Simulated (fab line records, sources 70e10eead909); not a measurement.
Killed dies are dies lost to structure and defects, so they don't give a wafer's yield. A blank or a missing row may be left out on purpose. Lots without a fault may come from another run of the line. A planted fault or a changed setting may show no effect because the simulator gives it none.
Chamber matching | flow nand_harc | NHARC_A_WL_FILL_STRIP_29 on rie_diel-09: 4 sister chambers
The step strips in O2, time 20 s. 8 wafers are shown with their chamber, then 7 later ones without.

WAFERS WITH THEIR CHAMBER
wafer  | chamber | drypump_motor_current_A (A) | oes_product_au (a.u.)
L076.5 | 1       | 5.8                         | 0.973
L083.6 | 3       | 5.0                         | 1.001
L084.6 | 3       | 5.0                         | 0.996
L090.1 | 2       | 5.4                         | 1.015
L090.5 | 2       | 5.4                         | 1.012
L090.6 | 1       | 5.8                         | 0.990
L093.1 | 0       | 5.3                         | 1.001
L093.4 | 0       | 5.4                         | 1.007

WAFERS WITHOUT THEIR CHAMBER
wafer  | drypump_motor_current_A (A) | oes_product_au (a.u.)
L093.6 | 5.4                         | 0.987
L097.3 | 5.3                         | 1.002
L097.5 | 5.4                         | 0.993
L097.6 | 5.0                         | 0.998
L096.1 | 5.4                         | 1.004
L096.3 | 5.0                         | 1.009
L096.4 | 5.8                         | 0.979

WHICH CHAMBER EACH WENT THROUGH
wafer  | from the rows above     | in truth
L093.6 | can't be placed: 0 or 2 | 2
L097.3 | can't be placed: 0 or 2 | 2
L097.5 | can't be placed: 0 or 2 | 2
L097.6 | 3                       | 3
L096.1 | can't be placed: 0 or 2 | 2
L096.3 | 3                       | 3
L096.4 | 1                       | 1
Placed correctly: 3 of 7. Can't be placed from these rows: 4 (the true chamber is among the candidates in 4). Placed wrongly: 0.
How it was worked out, from the rows above alone: a wafer's distance from a chamber is the root of the sum, over the readings, of the square of ((its reading less the chamber's mean) divided by the reading's scatter). The wafer belongs to the nearest chamber; if the next one is less than 2 further off, it can't be placed. A chamber's mean is the mean of its shown wafers. The scatter: the root of (the sum of the squares of (reading less its chamber's mean) over the shown wafers, divided by (wafers less chambers)).
